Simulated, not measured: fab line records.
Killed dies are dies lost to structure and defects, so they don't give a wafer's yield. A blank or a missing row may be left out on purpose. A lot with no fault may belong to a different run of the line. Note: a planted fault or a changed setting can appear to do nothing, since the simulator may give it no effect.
The tool behind it: which one?	flow n5 finfet	9 lots with 26 wafers sampled at 4 steps, on a route of 1938 steps

## WHAT EACH GAUGE READ, for each wafer
N5_BEOL_M4_RC_MEAS_101. Usual: DIBL_N 36.6 mV/V, standard deviation 2.1; DIBL_P 36.5 mV/V, standard deviation 2.7; IOFF_N 0.17 nA/um, standard deviation 0.043; IOFF_P 0.22 nA/um, standard deviation 0.045; ION_N 674 uA/um, standard deviation 17; ION_P 461 uA/um, standard deviation 9.9; SS_N 71.7 mV/dec, standard deviation 0.79; SS_P 73.4 mV/dec, standard deviation 0.79; VT_N 249 mV, standard deviation 4; VT_P -250 mV, standard deviation 3.3.
lot	measured	on	DIBL_N (mV/V)	DIBL_P (mV/V)	IOFF_N (nA/um)	IOFF_P (nA/um)	ION_N (uA/um)	ION_P (uA/um)	SS_N (mV/dec)	SS_P (mV/dec)	VT_N (mV)	VT_P (mV)	flag
L140	day 8 20:52	prober-01	33.1 34.9 38.3	33.5 36.1 39.8	0.10 0.14 0.22	0.14 0.18 0.24	647 658 696	443 454 469	70.5 71.3 72.1	71.6 73.0 73.2	258 252 244	-256 -254 -251	
L142	day 9 02:56	prober-02	40.5 37.7 38.3	39.4 35.1 37.4	0.23 0.17 0.20	0.26 0.19 0.23	695 676 693	463 454 464	73.2 72.8 72.4	74.4 73.9 73.9	247 250 248	-250 -254 -248	
L146	day 9 16:56	prober-02	39.1 41.6 41.1	38.8 42.6 42.1	0.20 0.28 0.23	0.23 0.30 0.28	668 695 702	454 467 472	72.6 72.6 72.1	73.9 74.9 74.9	249 243 247	-251 -248 -249	
L147	day 9 17:14	prober-01	35.3 32.8 32.1	37.4 33.5 33.0	0.13 0.10 0.10	0.21 0.16 0.15	659 664 662	456 462 459	71.8 70.7 71.0	73.9 72.6 72.1	252 256 257	-251 -254 -254	
L148	day 10 02:48	prober-01	35.0 36.8 34.8	36.0 37.5 35.0	0.16 0.17 0.15	0.23 0.24 0.20	689 670 680	474 458 468	71.0 71.2 70.5	73.7 73.5 72.8	247 249 250	-247 -247 -251	
L151	day 11 02:28	prober-02	35.8 35.8 36.0	35.8 36.8 34.5	0.15 0.16 0.15	0.18 0.19 0.17	688 660 671	468 452 451	72.0 71.7 72.4	73.0 73.8 73.3	251 247 252	-252 -252 -252	
L160	day 12 20:22	prober-02	35.6 35.8 37.1	35.6 36.1 37.1	0.15 0.16 0.19	0.19 0.19 0.22	665 681 673	447 456 449	71.4 71.3 72.3	73.5 73.6 73.9	252 250 246	-254 -254 -253	
L161	day 14 02:22	prober-02	36.5 40.9 36.9	38.2 43.3 38.2	0.16 0.30 0.18	0.23 0.37 0.23	661 712 682	455 483 462	71.5 72.4 71.4	74.0 75.4 74.2	251 240 247	-251 -245 -251	
L162	day 15 04:58	prober-02	34.8 33.9	32.7 32.3	0.12 0.10	0.14 0.14	672 645	456 446	70.9 70.4	72.0 72.4	254 257	-254 -256	

N5_MIM_BOT_LITHO_INSPECT_12: inspects for defects (macro). Usual: 1.9 for raw defect count, sd 1.4.
lot	measured	on	raw defect count	flag
L140	day 12 10:09	defect inspect-01	1 3 3	
L142	day 13 00:54	defect inspect-01	2 1 1	
L146	day 14 00:22	defect inspect-02	3 3 2	
L147	day 13 16:52	defect inspect-01	1 2 1	
L148	day 14 09:58	defect inspect-02	3 3 1	
L151	day 14 21:36	defect inspect-01	0 3 3	
L160	day 16 17:31	defect inspect-01	4 4 2	
L161	day 17 17:31	defect inspect-01	3 1 3	
L162	day 19 04:06	defect inspect-02	4 4	

N5_PASSIVATION_INSPECT_61: inspects for defects (macro). Usual: 1.9 for raw defect count, sd 1.4.
lot	measured	on	raw defect count	flag
L140	day 12 15:55	defect inspect-01	3 1 2	
L142	day 13 02:23	defect inspect-01	1 1 2	
L146	day 14 02:19	defect inspect-01	1 2 2	
L147	day 13 20:44	defect inspect-01	2 5 4	
L148	day 14 13:02	defect inspect-02	4 1 3	
L151	day 15 00:03	defect inspect-02	3 2 3	
L160	day 16 19:49	defect inspect-01	1 2 2	
L161	day 17 19:55	defect inspect-01	1 1 4	
L162	day 19 08:40	defect inspect-02	5 2	

## WHAT TOOL EACH LOT RAN ON (gives the tool, then ch and the chambers of the sampled wafers, and finally the start)
lot	N5_MIM_BOT_LITHO_DESCUM_10
L140	rie diel-01 ch 0,2, day 12 10:11
L142	rie diel-03 ch 0,1,3, day 13 00:56
L146	rie diel-06 ch 0,1,2, day 14 00:24
L147	rie diel-01 ch 0,1,3, day 13 16:54
L148	rie diel-01 ch 0,1, day 14 09:59
L151	rie diel-06 ch 0,3, day 14 21:38
L160	rie diel-06 ch 0,1,3, day 16 17:32
L161	rie diel-06 ch 0,2,3, day 17 17:32
L162	rie diel-06 ch 3, day 19 04:08
- N5_MIM_BOT_LITHO_DESCUM_10: chemistry O2, time 7.9 s.

## WHAT THE TOOLS THEMSELVES READ (means of the sampled wafers that have a number; where no wafer has one, the mark that the record gives instead)
N5_MIM_BOT_LITHO_DESCUM_10. Usual: drypump motor current A 5.9 A, standard deviation 0.43; oes product au 0.78 a.u., standard deviation 0.083; rf vpp V 243.2 V, standard deviation 1.1; showerhead plenum p Torr 2.10 Torr, standard deviation 0.058; throttle valve pct 20.48 %, standard deviation 0.26.
lot	tool	drypump motor current A (A)	oes product au (a.u.)	rf vpp V (V)	showerhead plenum p Torr (Torr)	throttle valve pct (%)	flag
L140	rie diel-01	6.3	0.82	244.3	2.14	20.61	
L142	rie diel-03	6.0	0.77	243.1	2.07	20.54	
L146	rie diel-06	5.9	0.79	242.8	2.12	20.36	
L147	rie diel-01	6.1	0.79	242.9	2.07	20.50	
L148	rie diel-01	6.1	0.70	242.5	2.03	20.45	
L151	rie diel-06	5.4	0.77	244.4	2.14	20.51	
L160	rie diel-06	5.8	0.79	244.0	2.13	20.44	
L161	rie diel-06	5.5	0.82	243.1	2.11	20.43	
L162	rie diel-06	5.3	0.72	243.6	2.10	20.56	

## THE ANSWER, worked out from the rows above alone
Rule: lot off if the mean of its wafers having a number is beyond 3 standard deviations from the usual mean. A lot without any number at a reading at which 4 lots or more have one is off too. Any other lot the step has rows for is counted as sound. After the gauges, taken in route order, come the tools' own readings; for these a lot's mean is taken, as printed above. The first step at which some lot is off is used, and at that step the reading that is off furthest; a lot without a number counts as furthest.
No lot is off on any of the readings shown, so nothing can be concluded from this.

## WHAT THE SIMULATOR HAD PUT IN
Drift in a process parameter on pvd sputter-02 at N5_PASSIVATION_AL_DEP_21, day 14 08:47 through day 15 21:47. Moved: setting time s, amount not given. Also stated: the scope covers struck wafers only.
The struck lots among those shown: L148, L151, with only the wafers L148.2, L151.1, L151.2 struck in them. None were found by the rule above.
